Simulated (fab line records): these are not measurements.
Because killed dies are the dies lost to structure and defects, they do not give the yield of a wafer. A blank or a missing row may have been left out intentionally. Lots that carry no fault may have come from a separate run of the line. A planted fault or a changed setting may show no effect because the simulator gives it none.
Matching of chambers :: flow nand_harc :: NHARC_P_GATE_ALD_36 on ald_sin-03 has 4 sister chambers
The step deposits SiNx, target thk 20 nm, pulse time 60 s, ald cycles 223. 4 wafers are shown with their chamber, then 8 later ones without.

== EACH WAFER AND ITS CHAMBER ==
wafer: L086.3
chamber: 2
heater_power_w (W): 983

wafer: L086.1
chamber: 1
heater_power_w (W): 765

wafer: L086.4
chamber: 3
heater_power_w (W): 837

wafer: L088.2
chamber: 0
heater_power_w (W): 794

== WAFERS WITH NO CHAMBER GIVEN ==
wafer: L088.6
heater_power_w (W): 796

wafer: L088.5
heater_power_w (W): 758

wafer: L092.4
heater_power_w (W): 797

wafer: L092.2
heater_power_w (W): 873

wafer: L092.6
heater_power_w (W): 804

wafer: L095.1
heater_power_w (W): 760

wafer: L095.2
heater_power_w (W): 804

wafer: L095.6
heater_power_w (W): 983

== CHAMBER TAKEN BY EACH ==
wafer: L088.6
from the rows above: 0
in truth: 0

wafer: L088.5
from the rows above: 1
in truth: 1

wafer: L092.4
from the rows above: 0
in truth: 0

wafer: L092.2
from the rows above: 3
in truth: 3

wafer: L092.6
from the rows above: can't be placed: 0 or 3
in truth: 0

wafer: L095.1
from the rows above: 1
in truth: 1

wafer: L095.2
from the rows above: can't be placed: 0 or 3
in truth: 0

wafer: L095.6
from the rows above: 2
in truth: 2
6 of 8 placed correctly. From these rows, 2 cannot be placed; in 2 the true chamber is one of the candidates. Number placed wrongly: 0.
How it was worked out, from the rows above alone: a wafer's distance from a chamber is the root of the sum, over the readings, of the square of ((its reading less the chamber's mean) divided by the reading's scatter). The wafer belongs to the nearest chamber; if the next one is less than 2 further off, it can't be placed. Each chamber's mean is taken over the wafers shown for it. The scatter: root of mean squared gap, hidden wafer to nearest shown wafer, with one shown wafer a chamber.
